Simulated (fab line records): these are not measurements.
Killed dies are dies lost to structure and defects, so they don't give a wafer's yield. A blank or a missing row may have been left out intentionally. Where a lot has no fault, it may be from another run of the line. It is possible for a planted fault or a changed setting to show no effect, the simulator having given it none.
A lot that was struck, set against a sound lot | flow n5_finfet | 40 out of 1938 route steps
Sound: wafers L932.1, L932.3, L932.6. Wafers L946.4, L946.5, L946.6 were the ones struck. The cause is given at the end.
Per side, at each step with rows, come the tool, then ch with its chambers, and then its first start. Under that, the readings that differ: sound wafers | struck wafers | difference of the means | sigmas: that difference in standard deviations of wafers without a fault.
alike: a reading whose means differ by less than 2 such deviations, as well as words and numbers matching on both sides. not compared: withheld readings; readings where some wafer has no value; bounds like >300 that might hide an equal value; numbers whose values overlap and for which the record gives no deviation.
A row with sigmas, a row that says differs or no value, or rows on one side alone: a step with any of these is where the two part. Numbers that don't overlap but have no deviation are shown without sigmas and don't part them. Lack of a reading on every wafer of one side parts them only where that side has two or more wafers.

first, 11 steps without rows for these wafers: N5_STI_FIN_REVEAL_ALD_14 (deposits Si3N4, target thk 3 nm); N5_STI_FIN_REVEAL_FCVD_FILL_01 (material SiO2 flowable, target thk 312 nm, time 512.2 s); N5_STI_FIN_REVEAL_DENSIFY_02 (time 1800 s); N5_STI_FIN_REVEAL_CMP_04 (polishes, stops on Si3N4, t overpolish 4 s, target thk 131.83 nm); N5_STI_FIN_REVEAL_DENSIFY_30; N5_STI_FIN_REVEAL_ETCHBACK_08 (etches SiO2 in C4F6/O2, target depth 30.5 nm, time 10.167 s); N5_STI_FIN_REVEAL_STRIP_24 (strips in N2/H2, time 90 s); N5_STI_FIN_REVEAL_PRECLEAN_25 (cleans in SPM, time 90 s); N5_STI_FIN_REVEAL_PRECLEAN_26 (cleans in SC1, time 45 s); N5_STI_FIN_REVEAL_PRECLEAN_29 (cleans in DHF, time 30 s); N5_STI_FIN_REVEAL_SRD_12 (time 30 s).
N5_STI_FIN_REVEAL_RECESS_09: chemistry HF/NH3, target SiO2, afs cycles 11, target depth 42.5 nm, sublimation time 60 s.
  sound on vapor_etch-01 ch 0,1, day 2 16:41; struck on vapor_etch-01 ch 0,1, day 6 06:13
  reading    | sound             | struck            | difference | sigmas
  temp_c (C) | 30.11 30.06 30.10 | 31.80 31.73 31.64 | +1.63      | +15
  alike: drypump_motor_current_A
then, 10 steps without rows for these wafers: N5_STI_FIN_REVEAL_STRIP_16 (strips SiNx in H3PO4, target depth 23.8 nm); N5_STI_FIN_REVEAL_PRECLEAN_17 (cleans in NF3:NH3, afs cycles 1, time 20 s, sublimation time 60 s); N5_STI_FIN_REVEAL_ETCH_34 (etches Si in H2, material Si, target depth 0.97 nm); N5_STI_FIN_REVEAL_OXIDATION_31 (chemistry O2 PLASMA REMOTE, time 20 s); N5_STI_FIN_REVEAL_PRECLEAN_32 (cleans in NF3:NH3, afs cycles 1, time 20 s, sublimation time 60 s); N5_STI_FIN_REVEAL_STRIP_35 (strips Si3N4 in H3PO4, target depth 4 nm, time 39 s); N5_STI_FIN_REVEAL_SRD_21 (time 30 s); N5_STI_FIN_REVEAL_OXIDATION_33 (chemistry O2 PLASMA REMOTE, time 20 s); N5_STI_FIN_REVEAL_CLEAN_19 (cleans in O3/DIW, time 120 s); N5_STI_FIN_REVEAL_SRD_23 (time 30 s).
N5_STI_FIN_REVEAL_FIN_H_MEAS_10:
  struck on ocd-02, day 6 08:32; sound on ocd-02, day 2 19:27
  alike: trench_depth_nm
then, 15 steps without rows for these wafers: N5_STI_FIN_REVEAL_PRECLEAN_18 (cleans in SC2, time 45 s); N5_STI_FIN_REVEAL_SRD_28 (time 30 s); N5_DUMMY_GATE_PRECLEAN_00 (cleans in O3/DIW, time 60 s); N5_DUMMY_GATE_SRD_01 (time 30 s); N5_DUMMY_GATE_ALD_02 (deposits SiO2, target thk 2 nm, pulse time 1 s); N5_DUMMY_GATE_CVD_03 (deposits a-Si from SiH4, target thk 150 nm, time 8042 s); N5_DUMMY_GATE_PRECLEAN_46 (cleans in DIW, time 89.5 s); N5_DUMMY_GATE_SRD_47 (dry time 32 s); N5_DUMMY_GATE_CMP_04 (polishes a-Si); N5_DUMMY_GATE_HM_DEP_06 (deposits SiNx from DCS/NH3, target thk 80 nm, time 5141 s); N5_DUMMY_GATE_PECVD_30 (deposits SiO2 from TEOS/O2, target thk 55 nm, time 10.8 s); N5_DUMMY_GATE_COAT_34 (time 60 s, resist thk 60 nm); N5_DUMMY_GATE_COAT_35 (time 60 s, resist thk 10 nm); N5_DUMMY_GATE_COAT_28 (time 60 s, resist thk 10 nm); N5_DUMMY_GATE_COAT_09 (resist thk 30 nm).
-- here the record skips 6 days between the struck wafers' starts before and after, leaving off in module DUMMY_GATE and picking up in module BEOL_M4 (first step shown: number 1111 of the route) --
N5_BEOL_M4_RC_MEAS_101:
  sound on prober-02 ch 0, day 8 08:46; struck on prober-02 ch 0, day 11 21:13
  reading       | sound       | struck      | difference | sigmas
  ION_N (uA/um) | 683 689 659 | 639 644 648 | -33        | -3
  ION_P (uA/um) | 471 471 451 | 442 438 447 | -22        | -3
  alike: DIBL_N, DIBL_P, IOFF_N, IOFF_P, SS_N, SS_P, VT_N, VT_P
-- a jump in the record: the struck wafers' starts before and after are 4 days apart (it breaks off in module BEOL_M4 and resumes in module PASSIVATION, where the first step shown is number 1936 of the route) --
N5_PASSIVATION_PROBE_49:
  struck on prober-02, day 16 07:16; sound on prober-01, day 12 14:44
  reading              | sound          | struck         | difference | sigmas
  killed_at_other      | 0 1 1          | 10 8 2         | +6         | +2
  sort_bin_8_speed (%) | 0 0 0          | 1.86 5.51 0    | +2.46      | +99 or more
  sort_n_pass          | 1093 1092 1089 | 1045 1025 1072 | -44        | -3
  sort_yield_pct (%)   | 92.6 92.5 92.3 | 88.6 86.9 90.8 | -3.7       | -3
  alike: defect_limited_yield, killed_at_M0_to_M3, killed_at_M4_up, killed_at_contacts, killed_at_front_end, killed_dies, killed_on_rim, killed_open, killed_short, sort_bin_5_function, sort_bin_6_memory

== WHERE THEY PART ==
Earliest at N5_STI_FIN_REVEAL_RECESS_09; latest, in this record, at N5_PASSIVATION_PROBE_49.

WHY: whatever the simulator had introduced
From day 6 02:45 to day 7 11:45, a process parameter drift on vapor_etch-01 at N5_STI_FIN_REVEAL_RECESS_09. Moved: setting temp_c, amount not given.
